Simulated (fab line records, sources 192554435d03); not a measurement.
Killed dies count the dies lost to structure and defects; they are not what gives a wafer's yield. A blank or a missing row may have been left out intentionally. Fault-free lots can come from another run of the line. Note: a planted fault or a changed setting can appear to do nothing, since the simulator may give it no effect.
Matching of chambers / flow n5Finfet / cvdCo-01 running N5_BEOL_M5_PRE_CLEAN_77: 3 sister chambers
The step time 15 s. 3 wafers are shown with their chamber, then 7 later ones without.

== WAFERS, EACH WITH ITS CHAMBER ==
wafer=L560.3; chamber=1; heaterPowerW (W)=114
wafer=L561.1; chamber=2; heaterPowerW (W)=76
wafer=L561.5; chamber=0; heaterPowerW (W)=67

== WAFERS MISSING THEIR CHAMBER ==
wafer=L561.6; heaterPowerW (W)=75
wafer=L569.2; heaterPowerW (W)=75
wafer=L569.4; heaterPowerW (W)=71
wafer=L569.5; heaterPowerW (W)=77
wafer=L571.2; heaterPowerW (W)=67
wafer=L571.3; heaterPowerW (W)=76
wafer=L571.6; heaterPowerW (W)=70

== CHAMBER TAKEN BY EACH ==
wafer=L561.6; from the rows above=2; in truth=2
wafer=L569.2; from the rows above=2; in truth=2
wafer=L569.4; from the rows above=can't be placed: 0 or 2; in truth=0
wafer=L569.5; from the rows above=2; in truth=2
wafer=L571.2; from the rows above=0; in truth=0
wafer=L571.3; from the rows above=2; in truth=2
wafer=L571.6; from the rows above=can't be placed: 0 or 2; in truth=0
5 of 7 placed correctly. From these rows, 2 cannot be placed; in 2 the true chamber is one of the candidates. Wrongly placed: 0.
How it was worked out, from the rows above alone: a wafer's distance from a chamber is the root of the sum, over the readings, of the square of ((its reading less the chamber's mean) divided by the reading's scatter). If the next closest chamber is less than 2 further off than the closest, the wafer can't be placed; otherwise it belongs to the closest. Each chamber's mean is taken over the wafers shown for it. The scatter: root of mean squared gap, hidden wafer to nearest shown wafer, with one shown wafer a chamber.
